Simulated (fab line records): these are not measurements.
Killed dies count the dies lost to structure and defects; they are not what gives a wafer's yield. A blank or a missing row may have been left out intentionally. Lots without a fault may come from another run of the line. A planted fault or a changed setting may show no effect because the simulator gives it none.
A struck lot beside a sound one ; flow nand_harc ; 39 out of 1159 route steps
Sound: the wafers L206.2, L206.3, L206.6. Wafers L205.1, L205.2, L205.5 were the ones struck. At the end, the cause is stated.
Per side, at each step with rows, come the tool, then ch with its chambers, and then its first start. Under that, the readings that differ: sound wafers ; struck wafers ; difference of the means ; sigmas: that difference in standard deviations of wafers without a fault.
alike: readings whose means differ by less than 2 such deviations, and words and numbers that are the same on both sides. not compared: withheld readings, readings that some wafer has no value for, bounds like >300 that may hide the same value, and numbers for which the record gives no deviation and whose values overlap.
Wherever a step has rows on one side only, a row that says differs or no value, or a row with sigmas, the two part there. Non-overlapping numbers with no deviation appear without sigmas and do not part them. A reading that every wafer of one side lacks parts them only if that side has two wafers or more.

first, 1 step without rows for these wafers: NHARC_A_BONDPAD_HARDBAKE_10 (time 65 s).
NHARC_A_BONDPAD_DESCUM_11: chemistry O2, time 3 s.
  sound on rie_diel-03 ch 0,3, day 20 04:56; struck on rie_diel-13 ch 0,3, day 21 13:14
reading;sound;struck;difference;sigmas
oes_product_au (a.u.);0.991 0.987 0.979;1.020 1.024 1.015;+0.034;+2
  alike: drypump_motor_current_A, o2_flow_sccm, rf_vpp_V, showerhead_plenum_p_Torr, throttle_valve_pct
  not compared: rf_hours_counter_h
then, 2 steps without rows for these wafers: NHARC_A_BONDPAD_ETCH_34 (etches the open film in N2/H2, target depth 60 nm, overetch 18 nm, time 65.91 s); NHARC_A_BONDPAD_ETCH_12 (etches the open film in CHF3/O2, target depth 220 nm, time 110 s).
NHARC_A_BONDPAD_CD_MEAS_13:
  sound: cd_sem-01 at day 20 05:14; struck: cd_sem-02 at day 21 13:32
  alike: cd_nm
NHARC_A_BONDPAD_STRIP_15: strips in O2.
  sound on rie_diel-03 ch 2,3, day 20 05:19; struck on rie_diel-03 ch 0,1,2, day 21 13:38
  alike: drypump_motor_current_A, o2_flow_sccm, oes_product_au, rf_vpp_V, showerhead_plenum_p_Torr, throttle_valve_pct
  not compared: rf_hours_counter_h
NHARC_A_BONDPAD_ETCH_24: etches the open film in CF4/N2, target depth 30 nm, time 72.99 s.
  sound on rie_diel-03 ch 0,3; struck on rie_diel-03 ch 0,1
  alike: cf4_flow_sccm, drypump_motor_current_A, oes_product_au, rf_vpp_V, showerhead_plenum_p_Torr, throttle_valve_pct
  not compared: rf_hours_counter_h
then, 4 steps without rows for these wafers: NHARC_A_BONDPAD_STRIP_16 (strips in post etch residue remover, time 600 s); NHARC_A_BONDPAD_DEGAS_25 (time 60 s); NHARC_A_BONDPAD_PRE_CLEAN_26 (time 30 s); NHARC_A_BONDPAD_PVD_17 (deposits TaN, target thk 5 nm, time 8.06 s).
NHARC_A_BONDPAD_PVD_27: deposits Cu, target thk 30 nm, time 20.49 s.
  sound on pvd_sputter-02; struck on pvd_sputter-01
  alike: throttle_valve_pct
NHARC_A_BONDPAD_ECD_18: material Cu, target thk 400 nm.
  sound on ecd_cu-02 ch 0,1, day 20 06:16; struck on ecd_cu-01 ch 0,1, day 21 14:37
then, 1 step without rows for these wafers: NHARC_A_BONDPAD_ANNEAL_28 (time 90 s).
NHARC_A_BONDPAD_CMP_19: polishes, t overpolish 30 s, cu recess touch 16 s, target thk 169.8 nm.
  sound on cmp-01 ch 0,2,3, day 20 07:00; struck on cmp-04 ch 1,2, day 21 15:38
  alike: motor_current_A, overpolish_run_s
NHARC_A_BONDPAD_THK_MEAS_20: measures by xrf.
  sound: film_metro-01 at day 20 07:16; struck: film_metro-02 at day 21 15:55
  alike: thk_nm
then, 6 steps without rows for these wafers: NHARC_A_BONDPAD_SRD_21 (time 30 s, dry time 20 s); NHARC_HYBRID_BOND_ACTIVATE_00 (chemistry N2, time 60 s); NHARC_HYBRID_BOND_PRECLEAN_01 (cleans in DIW, time 300 s); NHARC_HYBRID_BOND_SRD_02 (time 30 s, dry time 20 s); NHARC_HYBRID_BOND_BOND_03; NHARC_HYBRID_BOND_ANNEAL_04 (time 7200 s).
NHARC_HYBRID_BOND_OVL_MEAS_05:
  sound: overlay-01 at day 20 14:41; struck: overlay-02 at day 22 01:07
  alike: overlay_x_nm, overlay_y_nm
then, 2 steps without rows for these wafers: NHARC_THIN_TSV_GRIND_00; NHARC_THIN_TSV_CMP_01 (polishes).
NHARC_THIN_TSV_THK_MEAS_02: measures by ir.
  sound: film_metro-01 at day 20 17:34; struck: film_metro-01 at day 22 02:49
  alike: thk_nm
then, 12 steps without rows for these wafers: NHARC_THIN_TSV_SRD_03; NHARC_THIN_TSV_PRECLEAN_41 (cleans in SC1); NHARC_THIN_TSV_SRD_42; NHARC_THIN_TSV_DEP_43 (deposits SiO2, target thk 1328.5 nm); NHARC_THIN_TSV_DEHYDRATE_04 (time 120 s); NHARC_THIN_TSV_HMDS_05 (time 30 s); NHARC_THIN_TSV_COAT_06; NHARC_THIN_TSV_SOFTBAKE_07 (time 95 s); NHARC_THIN_TSV_EBR_08; NHARC_THIN_TSV_EXPOSE_09 (exposes mask TSV); NHARC_THIN_TSV_PEB_10 (peb time 85 s); NHARC_THIN_TSV_DEVELOP_11 (time 70 s).
NHARC_END_SORT_01:
  the record has rows for the struck wafers here (prober-02 ch 0, day 22 15:40) and none for the sound ones

WHERE THEY PART
Last at NHARC_END_SORT_01 as far as this record goes, first at NHARC_A_BONDPAD_DESCUM_11.

WHY: what the simulator had put in
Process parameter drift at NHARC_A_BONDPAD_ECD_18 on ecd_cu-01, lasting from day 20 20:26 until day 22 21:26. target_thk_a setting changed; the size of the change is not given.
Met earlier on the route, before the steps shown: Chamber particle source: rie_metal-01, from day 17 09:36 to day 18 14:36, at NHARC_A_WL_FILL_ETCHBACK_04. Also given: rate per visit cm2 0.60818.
